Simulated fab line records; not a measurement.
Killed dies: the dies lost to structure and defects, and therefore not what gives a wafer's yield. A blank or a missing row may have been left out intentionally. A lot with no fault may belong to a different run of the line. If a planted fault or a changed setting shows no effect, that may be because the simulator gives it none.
fab line records	flow n5_finfet
[record] lots = 7	wafers = 21
route steps=1938 shown PASSIVATION@1930
start_h: hours from the record's first day to the start of the lot's first wafer shown	wait_h: hours from the lot's prior step to this one	" repeats the value in the row above	L1.1+2: one row covering several wafers at once	- no value, or no start given	* or withheld: withheld	< > ~ a bound
route shown NAME@n: names a module that has steps shown in the file, with the first one's number in the route	usual: average and standard deviation across the fault-free wafers	same: alike in all rows	chamber/n: place in a boat	sites: each site's reading	_std_site: the values' standard deviation	_edge_site: outer sites' mean less inner sites'	radius_mm: how far each site lies from the wafer's centre	mask NAME#n: copy n	behind: the tool/chamber that last shaped the wafer	hold: cause of the lot's hold/its duration in hours/its outcome	device: the n, p or np transistor that did not switch	end of line: the route-end tests of the same wafers	a step with no rows: only its recipe	killed: at the first sort, the dies lost to defects and structure; wafer yield is something else	map: a wafer's dies, marking killed ones x, the rest . and places with no die _
set.NAME: setting as actually run; set.NAME@STEP: the setting as run at that earlier step	model.NAME: the simulator's own value behind a step, which no gauge read
lots whose settings were changed on purpose; a table a step, a row a wafer
[[steps]]
[step N5_PASSIVATION_ETCH_54]
[recipe] chemistry = CHF3/O2	target = SiO2	target_depth_a = 8800	CHF3_flow_sccm = 50	O2_flow_sccm = 5	Ar_flow_sccm = 200	time_s = 440	mask_material = PR	pressure_mtorr = 30	source_w = 650	bias_w = 170	ion_energy_ev = 200
lot.wafer	tool	chamber	start_h	wait_h	set.time_s	model.etch.depth_nm	model.PASSIVATION.feature_depth_nm
L077.2	rie_diel-06	0	267.57	0.1	508.4	1008	1008
L077.3	"	3	"	"	440	877.5	877.4
L077.4	"	1	"	"	440	854.6	854.6
L075.1	rie_diel-01	2	269.32	0.1	440	882.9	882.8
L075.4	"	3	"	"	440	875.6	875.6
L075.6	"	1	"	"	440	861.1	861.2
L076.1	rie_diel-02	3	275.44	0.2	401	788	788
L076.4	"	0	"	"	440	878.3	878.4
L076.6	"	3	"	"	401	792.6	792.6
L078.1	rie_diel-02	1	284.03	0.1	440	879.9	879.8
L078.4	"	3	"	"	440	877.1	877
L078.6	"	0	"	"	516.7	1029	1029
L079.1	rie_diel-01	0	305.52	0.1	400.8	830.7	830.8
L079.3	"	1	"	"	400.8	813.5	813.4
L079.4	"	2	"	"	440	884.4	884.4
L080.1	rie_diel-02	1	308.65	0.1	440	879	879
L080.4	"	3	"	"	359.8	713.3	713.4
L080.6	"	1	"	"	440	883.2	883.2
L094.4	rie_diel-06	0	377.81	0.1	440	878	878
L094.5	"	0	"	"	440	879.4	879.4
L094.6	"	3	"	"	440	884.7	884.6
[[key]]
[split] step = N5_PASSIVATION_ETCH_54	setting = time_s	stated = 440	by = wafer
[response] step = N5_PASSIVATION_ETCH_54	reading = model.etch.depth_nm	change = +8.91	per = 1%	r = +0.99
[response] step = N5_PASSIVATION_ETCH_54	reading = model.PASSIVATION.feature_depth_nm	change = +8.91	per = 1%	r = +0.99
